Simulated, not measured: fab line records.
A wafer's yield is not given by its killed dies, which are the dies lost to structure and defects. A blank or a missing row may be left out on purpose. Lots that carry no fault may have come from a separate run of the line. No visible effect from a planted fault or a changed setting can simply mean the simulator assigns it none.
Which tool was responsible? :: flow n5_finfet :: 24 lots, 72 wafers sampled, at 4 steps of a route of 1938

## WHAT EACH GAUGE READ, for each wafer
N5_BEOL_M4_CD_MEAS_28: target cd 26.2 nm, target cd y 24.1 nm.
lot: L076
measured: day 10 02:23
on: cd_sem-02
cd_nm (nm): 26.68 26.39 26.35

lot: L074
measured: day 10 07:59
on: cd_sem-02
cd_nm (nm): 25.92 26.17 26.07

lot: L075
measured: day 10 13:31
on: cd_sem-01
cd_nm (nm): 26.38 26.40 26.26

lot: L077
measured: day 10 16:34
on: cd_sem-03
cd_nm (nm): 26.29 26.22 26.15

lot: L078
measured: day 10 17:55
on: cd_sem-03
cd_nm (nm): 26.58 26.11 26.58

lot: L079
measured: day 10 18:10
on: cd_sem-01
cd_nm (nm): 26.34 25.90 26.25

lot: L081
measured: day 10 21:47
on: cd_sem-01
cd_nm (nm): 26.26 26.59 25.85

lot: L080
measured: day 11 07:41
on: cd_sem-01
cd_nm (nm): 26.47 26.51 26.53

lot: L083
measured: day 11 12:05
on: cd_sem-01
cd_nm (nm): 26.35 26.56 26.30

lot: L082
measured: day 11 11:59
on: cd_sem-02
cd_nm (nm): 26.69 26.66 26.75

lot: L085
measured: day 11 21:20
on: cd_sem-01
cd_nm (nm): 26.79 25.61 25.72

lot: L084
measured: day 12 04:26
on: cd_sem-03
cd_nm (nm): 25.50 26.23 26.12

lot: L086
measured: day 12 07:14
on: cd_sem-03
cd_nm (nm): 26.22 26.55 26.26

lot: L087
measured: day 13 12:53
on: cd_sem-02
cd_nm (nm): 25.76 26.45 26.31

lot: L088
measured: day 13 12:42
on: cd_sem-02
cd_nm (nm): 26.17 26.18 26.17

lot: L089
measured: day 13 13:53
on: cd_sem-01
cd_nm (nm): 26.46 26.52 26.37

lot: L090
measured: day 13 16:44
on: cd_sem-01
cd_nm (nm): 26.57 26.83 26.42

lot: L091
measured: day 13 23:16
on: cd_sem-01
cd_nm (nm): 26.70 26.63 26.18

lot: L092
measured: day 14 04:32
on: cd_sem-03
cd_nm (nm): 26.39 26.20 26.15

lot: L093
measured: day 14 05:38
on: cd_sem-03
cd_nm (nm): 26.48 26.46 26.55

lot: L094
measured: day 14 17:34
on: cd_sem-03
cd_nm (nm): 26.24 26.15 26.18

lot: L095
measured: day 14 22:08
on: cd_sem-03
cd_nm (nm): 26.05 25.94 25.94

lot: L096
measured: day 15 13:28
on: cd_sem-02
cd_nm (nm): 25.98 25.99 26.59

lot: L097
measured: day 15 19:08
on: cd_sem-02
cd_nm (nm): 25.99 26.36 26.18

N5_BEOL_M4_OVL_MEAS_29.
lot: L076
measured: day 10 02:25
on: overlay-02
V3_OVL (nm): -1.2 -0.4 -0.6

lot: L074
measured: day 10 08:01
on: overlay-01
V3_OVL (nm): -0.6 -0.4 -1.0

lot: L075
measured: day 10 13:33
on: overlay-01
V3_OVL (nm): -0.3 0.0 0.4

lot: L077
measured: day 10 16:37
on: overlay-02
V3_OVL (nm): -0.2 -0.2 -0.6

lot: L078
measured: day 10 17:56
on: overlay-01
V3_OVL (nm): 0.3 0.3 0.0

lot: L079
measured: day 10 18:12
on: overlay-02
V3_OVL (nm): -0.2 -0.7 0.4

lot: L081
measured: day 10 21:49
on: overlay-01
V3_OVL (nm): -0.3 -0.5 0.3

lot: L080
measured: day 11 07:43
on: overlay-01
V3_OVL (nm): 0.0 -0.1 1.0

lot: L083
measured: day 11 12:07
on: overlay-01
V3_OVL (nm): -1.1 -0.1 -0.2

lot: L082
measured: day 11 12:01
on: overlay-01
V3_OVL (nm): -0.8 -0.5 -0.6

lot: L085
measured: day 11 21:22
on: overlay-02
V3_OVL (nm): 0.4 0.1 -0.3

lot: L084
measured: day 12 04:28
on: overlay-02
V3_OVL (nm): -1.2 -0.8 -0.6

lot: L086
measured: day 12 07:17
on: overlay-02
V3_OVL (nm): 0.6 -0.6 -0.2

lot: L087
measured: day 13 12:55
on: overlay-01
V3_OVL (nm): -0.9 0.1 0.1

lot: L088
measured: day 13 12:44
on: overlay-02
V3_OVL (nm): 0.7 1.1 0.6

lot: L089
measured: day 13 13:55
on: overlay-01
V3_OVL (nm): -0.5 -0.6 -0.8

lot: L090
measured: day 13 16:46
on: overlay-02
V3_OVL (nm): -1.1 0.4 -0.6

lot: L091
measured: day 13 23:19
on: overlay-02
V3_OVL (nm): -0.7 -0.6 -1.2

lot: L092
measured: day 14 04:35
on: overlay-02
V3_OVL (nm): -1.1 -0.4 0.1

lot: L093
measured: day 14 05:41
on: overlay-02
V3_OVL (nm): -1.3 -1.4 -0.7

lot: L094
measured: day 14 17:36
on: overlay-02
V3_OVL (nm): 0.0 -0.1 1.7

lot: L095
measured: day 14 22:10
on: overlay-01
V3_OVL (nm): -1.5 -0.6 -0.7

lot: L096
measured: day 15 13:29
on: overlay-01
V3_OVL (nm): -1.5 -0.4 -0.6

lot: L097
measured: day 15 19:11
on: overlay-01
V3_OVL (nm): -0.8 -0.9 0.2

## TOOL THAT RAN EACH LOT (tool first, then ch and the chambers of the sampled wafers, then the start)
lot: L076
N5_BEOL_M3_ANNEAL_51: rtp_anneal-01 ch 0, day 9 20:05
N5_BEOL_M3_CO_CAP_55: cvd_co-01 ch 1,2, day 9 20:42

lot: L074
N5_BEOL_M3_ANNEAL_51: rtp_anneal-01 ch 0, day 10 04:04
N5_BEOL_M3_CO_CAP_55: cvd_co-02 ch 0,1,2, day 10 04:39

lot: L075
N5_BEOL_M3_ANNEAL_51: rtp_anneal-01 ch 0, day 10 10:22
N5_BEOL_M3_CO_CAP_55: cvd_co-01 ch 1,2, day 10 11:02

lot: L077
N5_BEOL_M3_ANNEAL_51: rtp_anneal-02 ch 0, day 10 12:07
N5_BEOL_M3_CO_CAP_55: cvd_co-02 ch 0,1,2, day 10 12:44

lot: L078
N5_BEOL_M3_ANNEAL_51: rtp_anneal-01 ch 0, day 10 14:31
N5_BEOL_M3_CO_CAP_55: cvd_co-01 ch 0,1,2, day 10 15:14

lot: L079
N5_BEOL_M3_ANNEAL_51: rtp_anneal-02 ch 0, day 10 14:41
N5_BEOL_M3_CO_CAP_55: cvd_co-02 ch 0,1, day 10 15:28

lot: L081
N5_BEOL_M3_ANNEAL_51: rtp_anneal-01 ch 0, day 10 18:23
N5_BEOL_M3_CO_CAP_55: cvd_co-01 ch 0,1,2, day 10 19:03

lot: L080
N5_BEOL_M3_ANNEAL_51: rtp_anneal-01 ch 0, day 11 04:53
N5_BEOL_M3_CO_CAP_55: cvd_co-02 ch 0, day 11 05:31

lot: L083
N5_BEOL_M3_ANNEAL_51: rtp_anneal-02 ch 0, day 11 06:32
N5_BEOL_M3_CO_CAP_55: cvd_co-02 ch 0, day 11 07:17

lot: L082
N5_BEOL_M3_ANNEAL_51: rtp_anneal-01 ch 0, day 11 06:40
N5_BEOL_M3_CO_CAP_55: cvd_co-01 ch 0,1,2, day 11 07:20

lot: L085
N5_BEOL_M3_ANNEAL_51: rtp_anneal-02 ch 0, day 11 18:08
N5_BEOL_M3_CO_CAP_55: cvd_co-01 ch 0,1,2, day 11 19:11

lot: L084
N5_BEOL_M3_ANNEAL_51: rtp_anneal-01 ch 0, day 12 01:28
N5_BEOL_M3_CO_CAP_55: cvd_co-02 ch 0,1,2, day 12 02:08

lot: L086
N5_BEOL_M3_ANNEAL_51: rtp_anneal-01 ch 0, day 12 04:04
N5_BEOL_M3_CO_CAP_55: cvd_co-01 ch 0,1,2, day 12 04:39

lot: L087
N5_BEOL_M3_ANNEAL_51: rtp_anneal-02 ch 0, day 13 06:38
N5_BEOL_M3_CO_CAP_55: cvd_co-02 ch 0,1,2, day 13 07:19

lot: L088
N5_BEOL_M3_ANNEAL_51: rtp_anneal-01 ch 0, day 13 07:06
N5_BEOL_M3_CO_CAP_55: cvd_co-01 ch 0,1,2, day 13 07:49

lot: L089
N5_BEOL_M3_ANNEAL_51: rtp_anneal-02 ch 0, day 13 09:56
N5_BEOL_M3_CO_CAP_55: cvd_co-01 ch 0,1,2, day 13 10:37

lot: L090
N5_BEOL_M3_ANNEAL_51: rtp_anneal-02 ch 0, day 13 12:51
N5_BEOL_M3_CO_CAP_55: cvd_co-01 ch 0,2, day 13 13:29

lot: L091
N5_BEOL_M3_ANNEAL_51: rtp_anneal-02 ch 0, day 13 19:32
N5_BEOL_M3_CO_CAP_55: cvd_co-01 ch 1,2, day 13 20:07

lot: L092
N5_BEOL_M3_ANNEAL_51: rtp_anneal-02 ch 0, day 13 23:44
N5_BEOL_M3_CO_CAP_55: cvd_co-01 ch 0,1,2, day 14 00:23

lot: L093
N5_BEOL_M3_ANNEAL_51: rtp_anneal-01 ch 0, day 14 01:46
N5_BEOL_M3_CO_CAP_55: cvd_co-01 ch 0,1, day 14 02:26

lot: L094
N5_BEOL_M3_ANNEAL_51: rtp_anneal-02 ch 0, day 14 14:06
N5_BEOL_M3_CO_CAP_55: cvd_co-02 ch 0,1,2, day 14 14:47

lot: L095
N5_BEOL_M3_ANNEAL_51: rtp_anneal-02 ch 0, day 14 18:03
N5_BEOL_M3_CO_CAP_55: cvd_co-01 ch 0,1, day 14 18:46

lot: L096
N5_BEOL_M3_ANNEAL_51: rtp_anneal-01 ch 0, day 15 10:47
N5_BEOL_M3_CO_CAP_55: cvd_co-01 ch 0,1, day 15 11:28

lot: L097
N5_BEOL_M3_ANNEAL_51: rtp_anneal-02 ch 0, day 15 14:38
N5_BEOL_M3_CO_CAP_55: cvd_co-02 ch 0,2, day 15 15:17
- N5_BEOL_M3_ANNEAL_51: time 90 s.
- N5_BEOL_M3_CO_CAP_55: material Co, precursor CCTBA/H2, target thk 2 nm, time 102.1 s.

## AS READ BY THE TOOLS THEMSELVES (means over the sampled wafers that have a number; for cases with no such wafer, the mark the record gives instead)
N5_BEOL_M3_ANNEAL_51.
lot: L076
tool: rtp_anneal-01
wafer_temp_C_max: 225.99

lot: L074
tool: rtp_anneal-01
wafer_temp_C_max: 225.94

lot: L075
tool: rtp_anneal-01
wafer_temp_C_max: 225.96

lot: L077
tool: rtp_anneal-02
wafer_temp_C_max: 226.02

lot: L078
tool: rtp_anneal-01
wafer_temp_C_max: 225.72

lot: L079
tool: rtp_anneal-02
wafer_temp_C_max: 225.89

lot: L081
tool: rtp_anneal-01
wafer_temp_C_max: 225.89

lot: L080
tool: rtp_anneal-01
wafer_temp_C_max: 225.98

lot: L083
tool: rtp_anneal-02
wafer_temp_C_max: 225.97

lot: L082
tool: rtp_anneal-01
wafer_temp_C_max: 226.09

lot: L085
tool: rtp_anneal-02
wafer_temp_C_max: 225.94

lot: L084
tool: rtp_anneal-01
wafer_temp_C_max: 225.76

lot: L086
tool: rtp_anneal-01
wafer_temp_C_max: 225.79

lot: L087
tool: rtp_anneal-02
wafer_temp_C_max: 225.97

lot: L088
tool: rtp_anneal-01
wafer_temp_C_max: 225.82

lot: L089
tool: rtp_anneal-02
wafer_temp_C_max: 225.80

lot: L090
tool: rtp_anneal-02
wafer_temp_C_max: 225.87

lot: L091
tool: rtp_anneal-02
wafer_temp_C_max: 225.81

lot: L092
tool: rtp_anneal-02
wafer_temp_C_max: 226.05

lot: L093
tool: rtp_anneal-01
wafer_temp_C_max: 225.91

lot: L094
tool: rtp_anneal-02
wafer_temp_C_max: 225.90

lot: L095
tool: rtp_anneal-02
wafer_temp_C_max: 225.91

lot: L096
tool: rtp_anneal-01
wafer_temp_C_max: 225.98

lot: L097
tool: rtp_anneal-02
wafer_temp_C_max: 225.99

N5_BEOL_M3_CO_CAP_55.
lot: L076
tool: cvd_co-01
heater_power_w (W): 231

lot: L074
tool: cvd_co-02
heater_power_w (W): 260

lot: L075
tool: cvd_co-01
heater_power_w (W): 229

lot: L077
tool: cvd_co-02
heater_power_w (W): 257

lot: L078
tool: cvd_co-01
heater_power_w (W): 225

lot: L079
tool: cvd_co-02
heater_power_w (W): 249

lot: L081
tool: cvd_co-01
heater_power_w (W): 223

lot: L080
tool: cvd_co-02
heater_power_w (W): 263

lot: L083
tool: cvd_co-02
heater_power_w (W): 260

lot: L082
tool: cvd_co-01
heater_power_w (W): 222

lot: L085
tool: cvd_co-01
heater_power_w (W): 226

lot: L084
tool: cvd_co-02
heater_power_w (W): 259

lot: L086
tool: cvd_co-01
heater_power_w (W): 223

lot: L087
tool: cvd_co-02
heater_power_w (W): 262

lot: L088
tool: cvd_co-01
heater_power_w (W): 225

lot: L089
tool: cvd_co-01
heater_power_w (W): 225

lot: L090
tool: cvd_co-01
heater_power_w (W): 216

lot: L091
tool: cvd_co-01
heater_power_w (W): 225

lot: L092
tool: cvd_co-01
heater_power_w (W): 223

lot: L093
tool: cvd_co-01
heater_power_w (W): 230

lot: L094
tool: cvd_co-02
heater_power_w (W): 260

lot: L095
tool: cvd_co-01
heater_power_w (W): 232

lot: L096
tool: cvd_co-01
heater_power_w (W): 222

lot: L097
tool: cvd_co-02
heater_power_w (W): 270

## THE ANSWER, worked out from the rows above alone
Rule: the lots themselves supply what counts as usual. The widest of any qualifying gaps counts: lots, ordered by their means at a reading, are off when they make up no more than a third of the lots, leave a main group of 4 or more, and stand apart from it by 3 or more times the standard deviation of that group's means. If all means in a main group match to the digits the tables above print for the reading, that group is not used. A lot without any number at a reading at which 4 lots or more have one is off too. The other lots that the step has rows for count as sound. First the gauges in route order, then the tools' own readings, where a lot's mean is used as printed above. At the first step where some lot is off, the reading lying furthest off is the one used; lots without a number count as furthest.
Nothing can be told from this: no lot is off at any reading shown.

## WHAT THE SIMULATOR HAD PUT IN
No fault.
